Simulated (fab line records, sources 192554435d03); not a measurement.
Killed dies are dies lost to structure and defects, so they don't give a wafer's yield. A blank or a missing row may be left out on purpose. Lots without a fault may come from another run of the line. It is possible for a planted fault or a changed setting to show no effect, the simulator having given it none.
Which tool did it?    flow n5Finfet    Sampling: 24 lots, 72 wafers, 4 of 1938 route steps

## WHAT THE GAUGES READ, wafer by wafer
N5_BEOL_M7_OVL_MEAS_29. Usual: V6_OVL 1.0 nm, standard deviation 0.59.
lot   measured      on          V6_OVL (nm)    flag
L074  day 9 00:50   overlay-01  1.4 0.8 1.0    
L075  day 9 08:20   overlay-02  1.7 1.2 0.7    
L076  day 10 03:43  overlay-01  1.4 1.0 1.4    
L078  day 10 03:45  overlay-02  0.7 1.0 0.4    
L077  day 10 03:48  overlay-01  1.1 0.9 1.0    
L079  day 10 10:49  overlay-01  0.8 0.7 1.6    
L081  day 10 18:20  overlay-01  1.5 1.1 0.5    
L080  day 10 18:23  overlay-02  1.7 1.3 1.9    
L082  day 10 18:33  overlay-01  0.6 0.2 0.6    
L083  day 11 06:31  overlay-01  -0.3 0.9 0.6   
L086  day 12 05:25  overlay-01  0.3 1.0 1.5    
L084  day 12 06:35  overlay-01  0.5 1.1 0.4    
L085  day 12 09:58  overlay-01  1.3 1.9 1.5    
L088  day 12 15:21  overlay-02  1.0 1.4 0.9    
L087  day 12 15:31  overlay-01  -0.3 -0.2 0.5  
L089  day 13 08:03  overlay-01  0.7 1.0 0.9    
L090  day 13 08:05  overlay-02  1.5 2.4 0.9    
L092  day 13 15:13  overlay-01  -0.9 0.7 1.2   
L091  day 13 17:43  overlay-02  0.9 0.4 2.3    
L094  day 14 01:22  overlay-02  1.3 1.1 1.6    
L093  day 14 02:56  overlay-02  1.4 2.1 0.7    
L096  day 14 16:01  overlay-01  1.5 1.7 1.2    
L095  day 14 16:47  overlay-01  1.1 0.8 1.6    
L097  day 15 01:27  overlay-01  1.2 1.9 0.3    

N5_BEOL_M7_OCD_MEAS_38. Usual: 93.1 nm for trenchDepthNm, sd 1.5.
lot   measured      on      trenchDepthNm (nm)  flag
L074  day 9 01:22   ocd-01  93.7 93.8 92.2      
L075  day 9 08:59   ocd-01  94.5 92.9 93.0      
L076  day 10 04:25  ocd-02  94.6 91.7 94.8      
L078  day 10 04:26  ocd-01  93.3 94.0 95.4      
L077  day 10 04:49  ocd-02  91.6 93.6 92.1      
L079  day 10 11:20  ocd-01  92.0 94.7 93.6      
L081  day 10 19:15  ocd-02  90.4 91.8 92.4      
L080  day 10 19:19  ocd-02  93.3 92.4 92.8      
L082  day 10 19:31  ocd-02  93.0 91.0 91.7      
L083  day 11 07:02  ocd-02  91.7 90.0 90.2      
L086  day 12 05:56  ocd-02  95.9 92.8 92.4      
L084  day 12 07:07  ocd-02  92.5 91.3 92.3      
L085  day 12 10:28  ocd-02  93.5 95.1 90.6      
L088  day 12 15:52  ocd-02  93.2 94.3 94.9      
L087  day 12 16:13  ocd-01  93.5 95.3 94.4      
L089  day 13 08:34  ocd-01  94.7 93.2 91.5      
L090  day 13 08:57  ocd-01  95.4 92.2 94.1      
L092  day 13 15:44  ocd-02  93.7 90.8 93.9      
L091  day 13 18:14  ocd-01  92.1 92.9 94.0      
L094  day 14 01:53  ocd-01  93.5 93.6 93.5      
L093  day 14 03:26  ocd-01  93.7 93.2 93.5      
L096  day 14 16:31  ocd-01  91.1 92.5 92.7      
L095  day 14 18:40  ocd-02  93.4 90.5 93.3      
L097  day 15 01:58  ocd-01  93.0 94.5 96.4      

## EACH LOT AND THE TOOL THAT RAN IT (in order: tool; ch and the chambers of the sampled wafers; start)
lot   N5_BEOL_M7_VIA_ETCH_34             N5_BEOL_M7_TRENCH_ETCH_37
L074  rieDiel-03 ch 0,1,2, day 9 01:07   rieDiel-03 ch 0,1,2, day 9 01:22 or earlier
L075  rieDiel-03 ch 1,2, day 9 08:44     rieDiel-03 ch 1,2, day 9 08:59 or earlier
L076  rieDiel-03 ch 0,1,3, day 10 04:10  rieDiel-03 ch 0,1,3, day 10 04:25 or earlier
L078  rieDiel-04 ch 1,2,3, day 10 04:11  rieDiel-04 ch 1,2,3, day 10 04:26 or earlier
L077  rieDiel-03 ch 0,2, day 10 04:34    rieDiel-03 ch 0,2, day 10 04:49 or earlier
L079  rieDiel-03 ch 1,2,3, day 10 11:05  rieDiel-03 ch 1,2,3, day 10 11:20 or earlier
L081  rieDiel-02 ch 0,2, day 10 19:00    rieDiel-02 ch 0,2, day 10 19:15 or earlier
L080  rieDiel-04 ch 1,2, day 10 19:04    rieDiel-04 ch 1,2, day 10 19:19 or earlier
L082  rieDiel-03 ch 2,3, day 10 19:16    rieDiel-03 ch 2,3, day 10 19:31 or earlier
L083  rieDiel-02 ch 0,1, day 11 06:47    rieDiel-02 ch 0,1, day 11 07:02 or earlier
L086  rieDiel-03 ch 0,1,2, day 12 05:41  rieDiel-03 ch 0,1,2, day 12 05:56 or earlier
L084  rieDiel-03 ch 2,3, day 12 06:52    rieDiel-03 ch 2,3, day 12 07:07 or earlier
L085  rieDiel-03 ch 0,1,3, day 12 10:13  rieDiel-03 ch 0,1,3, day 12 10:28 or earlier
L088  rieDiel-04 ch 0,2, day 12 15:37    rieDiel-04 ch 0,2, day 12 15:52 or earlier
L087  rieDiel-02 ch 0,3, day 12 15:57    rieDiel-02 ch 0,3, day 12 16:13 or earlier
L089  rieDiel-04 ch 0,1,3, day 13 08:19  rieDiel-04 ch 0,1,3, day 13 08:34 or earlier
L090  rieDiel-02 ch 0,1,3, day 13 08:42  rieDiel-02 ch 0,1,3, day 13 08:57 or earlier
L092  rieDiel-02 ch 0,2,3, day 13 15:29  rieDiel-02 ch 0,2,3, day 13 15:44 or earlier
L091  rieDiel-03 ch 2,3, day 13 17:59    rieDiel-03 ch 2,3, day 13 18:14 or earlier
L094  rieDiel-04 ch 1,2, day 14 01:38    rieDiel-04 ch 1,2, day 14 01:53 or earlier
L093  rieDiel-04 ch 1,2,3, day 14 03:11  rieDiel-04 ch 1,2,3, day 14 03:26 or earlier
L096  rieDiel-03 ch 2,3, day 14 16:16    rieDiel-03 ch 2,3, day 14 16:31 or earlier
L095  rieDiel-03 ch 0,1,3, day 14 18:25  rieDiel-03 ch 0,1,3, day 14 18:40 or earlier
L097  rieDiel-04 ch 0,1,3, day 15 01:44  rieDiel-04 ch 0,1,3, day 15 01:58 or earlier
- N5_BEOL_M7_VIA_ETCH_34: etches SiCOH lowk in C4F6/O2, target depth 125.5 nm, time 50.5 s.
- N5_BEOL_M7_TRENCH_ETCH_37: etches SiCOH lowk in C4F6/O2, target depth 93.478 nm, time 31.2 s.

## WHAT THE TOOLS THEMSELVES READ (means of the sampled wafers that have a number; where no wafer has one, the mark that the record gives instead)
N5_BEOL_M7_VIA_ETCH_34. Usual: drypumpMotorCurrentA 5.8 A, standard deviation 0.49; mfcArSccm 300.0 sccm, standard deviation 0.87; oesProductAu 0.74 a.u., standard deviation 0.073; rfVppV 666 V, standard deviation 7.4; showerheadPlenumPTorr 2.84 Torr, standard deviation 0.1; throttleValvePct 20.92 %, standard deviation 0.16.
lot   tool        drypumpMotorCurrentA (A)  mfcArSccm (sccm)  oesProductAu (a.u.)  rfVppV (V)  showerheadPlenumPTorr (Torr)  throttleValvePct (%)  flag
L074  rieDiel-03  5.9                       299.9             0.71                 664         2.78                          20.88                 
L075  rieDiel-03  5.7                       300.4             0.72                 662         2.82                          20.74                 
L076  rieDiel-03  5.9                       299.9             0.71                 663         2.75                          21.04                 
L078  rieDiel-04  5.8                       299.5             0.72                 665         2.92                          20.93                 
L077  rieDiel-03  5.5                       299.1             0.70                 663         2.78                          20.83                 
L079  rieDiel-03  5.7                       300.8             0.72                 662         2.78                          20.91                 
L081  rieDiel-02  5.4                       299.6             0.76                 673         2.93                          20.79                 
L080  rieDiel-04  5.8                       300.4             0.72                 659         2.90                          20.93                 
L082  rieDiel-03  5.3                       300.2             0.71                 663         2.75                          20.97                 
L083  rieDiel-02  5.8                       299.8             0.75                 668         2.81                          20.83                 
L086  rieDiel-03  5.9                       299.6             0.78                 668         2.88                          20.80                 
L084  rieDiel-03  5.3                       300.2             0.70                 661         2.78                          20.83                 
L085  rieDiel-03  5.9                       299.9             0.79                 668         2.85                          20.95                 
L088  rieDiel-04  6.0                       299.9             0.70                 669         2.75                          21.20                 
L087  rieDiel-02  6.1                       300.5             0.87                 675         2.93                          20.82                 
L089  rieDiel-04  6.1                       299.6             0.70                 669         2.86                          21.10                 
L090  rieDiel-02  6.0                       299.6             0.80                 671         2.87                          20.84                 
L092  rieDiel-02  5.9                       299.6             0.79                 672         2.90                          20.80                 
L091  rieDiel-03  5.3                       299.9             0.68                 660         2.77                          20.86                 
L094  rieDiel-04  5.8                       300.5             0.70                 659         2.90                          20.96                 
L093  rieDiel-04  5.8                       299.8             0.70                 664         2.90                          20.97                 
L096  rieDiel-03  5.3                       300.0             0.69                 662         2.74                          21.00                 
L095  rieDiel-03  5.9                       299.6             0.76                 668         2.84                          20.97                 
L097  rieDiel-04  6.1                       300.2             0.79                 674         2.97                          21.00                 

N5_BEOL_M7_TRENCH_ETCH_37. Usual: drypumpMotorCurrentA 5.8 A, standard deviation 0.5; mfcArSccm 300.1 sccm, standard deviation 0.81; oesProductAu 0.74 a.u., standard deviation 0.073; rfVppV 666 V, standard deviation 7.5; showerheadPlenumPTorr 2.84 Torr, standard deviation 0.1; throttleValvePct 20.95 %, standard deviation 0.16.
lot   tool        drypumpMotorCurrentA (A)  mfcArSccm (sccm)  oesProductAu (a.u.)  rfVppV (V)  showerheadPlenumPTorr (Torr)  throttleValvePct (%)  flag
L074  rieDiel-03  5.9                       299.3             0.71                 663         2.78                          20.90                 
L075  rieDiel-03  5.7                       299.8             0.71                 661         2.82                          20.77                 
L076  rieDiel-03  5.9                       299.9             0.71                 664         2.75                          21.07                 
L078  rieDiel-04  5.8                       300.5             0.72                 665         2.92                          20.95                 
L077  rieDiel-03  5.5                       300.1             0.70                 662         2.78                          20.84                 
L079  rieDiel-03  5.7                       300.6             0.71                 661         2.78                          20.94                 
L081  rieDiel-02  5.4                       299.8             0.76                 674         2.93                          20.81                 
L080  rieDiel-04  5.8                       299.7             0.72                 659         2.90                          20.96                 
L082  rieDiel-03  5.3                       299.2             0.71                 662         2.75                          21.01                 
L083  rieDiel-02  5.8                       300.6             0.74                 668         2.81                          20.86                 
L086  rieDiel-03  5.9                       300.3             0.78                 667         2.88                          20.82                 
L084  rieDiel-03  5.3                       300.6             0.70                 661         2.78                          20.87                 
L085  rieDiel-03  5.9                       299.6             0.78                 668         2.85                          20.97                 
L088  rieDiel-04  6.0                       300.5             0.71                 668         2.75                          21.22                 
L087  rieDiel-02  6.1                       299.7             0.87                 676         2.93                          20.84                 
L089  rieDiel-04  6.1                       300.4             0.69                 670         2.87                          21.12                 
L090  rieDiel-02  6.0                       300.2             0.80                 672         2.87                          20.87                 
L092  rieDiel-02  5.9                       301.2             0.79                 672         2.90                          20.83                 
L091  rieDiel-03  5.3                       299.6             0.70                 661         2.77                          20.90                 
L094  rieDiel-04  5.8                       300.8             0.70                 659         2.89                          20.99                 
L093  rieDiel-04  5.8                       299.5             0.70                 664         2.90                          21.00                 
L096  rieDiel-03  5.3                       300.2             0.70                 661         2.74                          21.05                 
L095  rieDiel-03  5.9                       300.8             0.76                 668         2.84                          21.00                 
L097  rieDiel-04  6.1                       299.8             0.79                 673         2.97                          21.03                 

## THE ANSWER, worked out from the rows above alone
Rule: lot off if the mean of its wafers having a number is beyond 3 standard deviations from the usual mean. A lot without any number at a reading at which 4 lots or more have one is off too. All remaining lots with rows at the step are treated as sound. After the gauges, taken in route order, come the tools' own readings; for these a lot's mean is taken, as printed above. The first step at which some lot is off is used, and at that step the reading that is off furthest; a lot without a number counts as furthest.
No lot is off at any reading shown: from this, nothing can be told.

## WHAT THE SIMULATOR HAD PUT IN
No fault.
